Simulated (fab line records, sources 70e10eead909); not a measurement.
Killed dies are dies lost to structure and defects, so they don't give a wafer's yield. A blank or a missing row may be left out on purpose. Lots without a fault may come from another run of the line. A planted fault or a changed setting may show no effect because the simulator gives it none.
A struck lot beside a sound one | flow nand_harc | 13 steps out of a route of 1302
Sound: wafers L840.2, L840.4, L840.5. Struck: wafer L858.4. (L858.5 of the same lot was not struck and is left out.) The cause comes at the end.
At each step with rows: each side's tool, then ch and its chambers, then its first start. Under that, the readings that differ: sound wafers | struck wafers | difference of the means | sigmas: that difference in standard deviations of wafers without a fault.
alike: readings whose means differ by less than 2 such deviations, and words and numbers that are the same on both sides. not compared: withheld readings, readings that some wafer has no value for, bounds like >300 that may hide the same value, and numbers for which the record gives no deviation and whose values overlap.
The two part at a step that has a row with sigmas, a row that says differs or no value, or rows on one side only. Numbers that don't overlap but have no deviation are shown without sigmas and don't part them. A reading that every wafer of one side lacks parts them only if that side has two wafers or more.

first, 3 steps without rows for these wafers: NHARC_A_STAIRCASE_PEB_182 (peb time 130 s); NHARC_A_STAIRCASE_DEVELOP_183 (time 140 s); NHARC_A_STAIRCASE_HARDBAKE_185 (time 140 s).
NHARC_A_STAIRCASE_DESCUM_186: chemistry O2, time 3 s.
  sound on rie_diel-10 ch 0,2,3, day 16 12:48; struck on rie_diel-03 ch 1, day 23 17:38
  reading                     | sound             | struck | difference | sigmas
  drypump_motor_current_A (A) | 5.5 5.2 5.1       | 6.3    | +1.0       | +3
  oes_product_au (a.u.)       | 1.006 1.005 1.007 | 0.987  | -0.019     | -2
  alike: chamber_pressure_mTorr, rf_vpp_V, showerhead_plenum_p_Torr, throttle_valve_pct
  not compared: rf_hours_counter_h
NHARC_A_STAIRCASE_TRIM_187: chemistry O2, time 211.2 s.
  sound on rie_diel-10 ch 0,2,3, day 16 12:52; struck on rie_diel-03 ch 3, day 23 17:44
  alike: chamber_pressure_mTorr, drypump_motor_current_A, oes_product_au, rf_vpp_V, showerhead_plenum_p_Torr, throttle_valve_pct
  not compared: rf_hours_counter_h
NHARC_A_STAIRCASE_ETCH_188: etches the open film in C4F8/O2, target depth 100 nm, time 40.5 s.
  sound on rie_diel-10 ch 0,2,3; struck on rie_diel-03 ch 2
  alike: chamber_pressure_mTorr, oes_product_au, rf_vpp_V, run_length_s
  not compared: rf_hours_counter_h
then, 1 step without rows for these wafers: NHARC_A_STAIRCASE_TRIM_189 (chemistry O2, time 211.2 s).
NHARC_A_STAIRCASE_ETCH_190: etches the open film in C4F8/O2, target depth 100 nm, time 40.5 s.
  sound on rie_diel-10 ch 0,2,3; struck on rie_diel-03 ch 2
  reading      | sound       | struck | difference | sigmas
  rf_vpp_V (V) | 886 896 894 | 906    | +14        | +2
  alike: chamber_pressure_mTorr, oes_product_au, run_length_s
  not compared: rf_hours_counter_h
NHARC_A_STAIRCASE_TRIM_191: chemistry O2, time 211.2 s.
  sound on rie_diel-10 ch 0,2,3; struck on rie_diel-03 ch 3
  reading                | sound                | struck | difference | sigmas
  throttle_valve_pct (%) | 17.034 17.033 17.044 | 17.055 | +0.018     | +2
  alike: chamber_pressure_mTorr, drypump_motor_current_A, oes_product_au, rf_vpp_V, showerhead_plenum_p_Torr
  not compared: rf_hours_counter_h
then, 2 steps without rows for these wafers: NHARC_A_STAIRCASE_ETCH_192 (etches the open film in C4F8/O2, target depth 100 nm, time 40.5 s); NHARC_A_STAIRCASE_TRIM_193 (chemistry O2, time 211.2 s).
NHARC_A_STAIRCASE_ETCH_194: etches the open film in C4F8/O2, target depth 100 nm, time 40.5 s.
  sound on rie_diel-10 ch 1,2,3, day 16 14:49; struck on rie_diel-03 ch 1, day 23 18:34
  reading          | sound          | struck | difference | sigmas
  run_length_s (s) | 61.6 60.9 61.2 | 71.2   | +10.0      | +20
  alike: chamber_pressure_mTorr, oes_product_au, rf_vpp_V
  not compared: rf_hours_counter_h
NHARC_END_SORT_01:
  the record has rows for the sound wafers here (prober-01 ch 0, day 25 05:31) and none for the struck ones

WHERE THEY PART
First at NHARC_A_STAIRCASE_DESCUM_186; last, within this record, at NHARC_END_SORT_01.

WHY: what the simulator had put in
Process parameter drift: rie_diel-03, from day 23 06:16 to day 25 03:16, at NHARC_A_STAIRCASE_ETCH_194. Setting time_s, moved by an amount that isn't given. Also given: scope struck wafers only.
